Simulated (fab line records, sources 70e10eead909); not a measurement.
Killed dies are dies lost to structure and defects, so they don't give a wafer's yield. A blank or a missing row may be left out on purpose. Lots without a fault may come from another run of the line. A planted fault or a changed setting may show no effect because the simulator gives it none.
A struck lot beside a sound one | flow nand_harc | 14 steps out of a route of 1302
Sound: wafers L942.3, L942.4, L942.5. Struck: wafers L929.3, L929.4, L929.6. The cause comes at the end.
At each step with rows: each side's tool, then ch and its chambers, then its first start. Under that, the readings that differ: sound wafers | struck wafers | difference of the means | sigmas: that difference in standard deviations of wafers without a fault.
alike: readings whose means differ by less than 2 such deviations, and words and numbers that are the same on both sides. not compared: withheld readings, readings that some wafer has no value for, bounds like >300 that may hide the same value, and numbers for which the record gives no deviation and whose values overlap.
The two part at a step that has a row with sigmas, a row that says differs or no value, or rows on one side only. Numbers that don't overlap but have no deviation are shown without sigmas and don't part them. A reading that every wafer of one side lacks parts them only if that side has two wafers or more.

NHARC_A_BLC_DESCUM_15: chemistry O2, time 3 s.
  sound on rie_diel-09 ch 0,3, day 27 21:12; struck on rie_diel-09 ch 2,3, day 22 08:15
  alike: drypump_motor_current_A, oes_product_au, rf_vpp_V, showerhead_plenum_p_Torr, throttle_valve_pct
  not compared: rf_hours_counter_h
NHARC_A_BLC_ETCH_16: etches the open film in CF4, target depth 39 nm, time 65 s.
  sound on rie_diel-09 ch 1,3, day 27 21:17; struck on rie_diel-09 ch 1,2, day 22 08:20
  alike: drypump_motor_current_A, oes_product_au, rf_vpp_V, showerhead_plenum_p_Torr, throttle_valve_pct
  not compared: rf_hours_counter_h
NHARC_A_BLC_ETCH_17: etches the open film in N2/H2, target depth 390 nm, time 609.38 s.
  sound on rie_diel-09 ch 1,3; struck on rie_diel-09 ch 0,1,2
  alike: drypump_motor_current_A, oes_product_au, rf_vpp_V, showerhead_plenum_p_Torr, throttle_valve_pct
  not compared: rf_hours_counter_h
then, 1 step without rows for these wafers: NHARC_A_BLC_ETCH_18 (etches the open film in C4F8/O2/Ar, target depth 910 nm).
NHARC_A_BLC_CD_MEAS_19:
  sound on cd_sem-01, day 27 22:20; struck on cd_sem-01, day 22 09:14
  alike: cd_nm
NHARC_A_BLC_STRIP_29: strips in CF4.
  sound on rie_diel-03 ch 0,2,3, day 27 22:25; struck on rie_diel-03 ch 0,2, day 22 09:18
  alike: drypump_motor_current_A, oes_product_au, rf_vpp_V, showerhead_plenum_p_Torr, throttle_valve_pct
  not compared: rf_hours_counter_h
NHARC_A_BLC_STRIP_21: strips in O2.
  sound on rie_diel-03 ch 0,1,2, day 27 22:31; struck on rie_diel-03 ch 0,1, day 22 09:24
  alike: drypump_motor_current_A, oes_product_au, rf_vpp_V, showerhead_plenum_p_Torr, throttle_valve_pct
  not compared: rf_hours_counter_h
then, 5 steps without rows for these wafers: NHARC_A_BLC_STRIP_22 (strips in post etch residue remover, time 600 s); NHARC_A_BLC_DEGAS_30 (time 60 s); NHARC_A_BLC_PRE_CLEAN_31 (time 15 s); NHARC_A_BLC_PVD_32 (deposits Ti, target thk 5 nm, time 17.7 s); NHARC_A_BLC_ALD_23 (deposits TiN, target thk 3 nm, pulse time 1 s, ald cycles 150).
NHARC_A_BLC_CVD_24: deposits W, target thk 150 nm, time 434 s.
  sound on cvd_w-02 ch 0,1, day 27 23:31; struck on cvd_w-02 ch 0,1, day 22 11:17
  alike: heater_power_w, mfc_h2_sccm, throttle_valve_pct
  not compared: since_wet_clean_h
NHARC_A_BLC_CMP_25: polishes, t overpolish 30 s, target thk 150 nm.
  sound on cmp-02 ch 0,3, day 27 23:53; struck on cmp-04 ch 0,1, day 22 11:45
  reading                | sound    | struck   | difference | sigmas
  time_to_endpoint_s (s) | 23 29 26 | 49 63 63 | +32        | +9
  alike: edge_zone_pressure_frac, motor_current_A, overpolish_run_s, retaining_ring_pressure_frac

WHERE THEY PART
Only at NHARC_A_BLC_CMP_25, within this record.

WHY: what the simulator had put in
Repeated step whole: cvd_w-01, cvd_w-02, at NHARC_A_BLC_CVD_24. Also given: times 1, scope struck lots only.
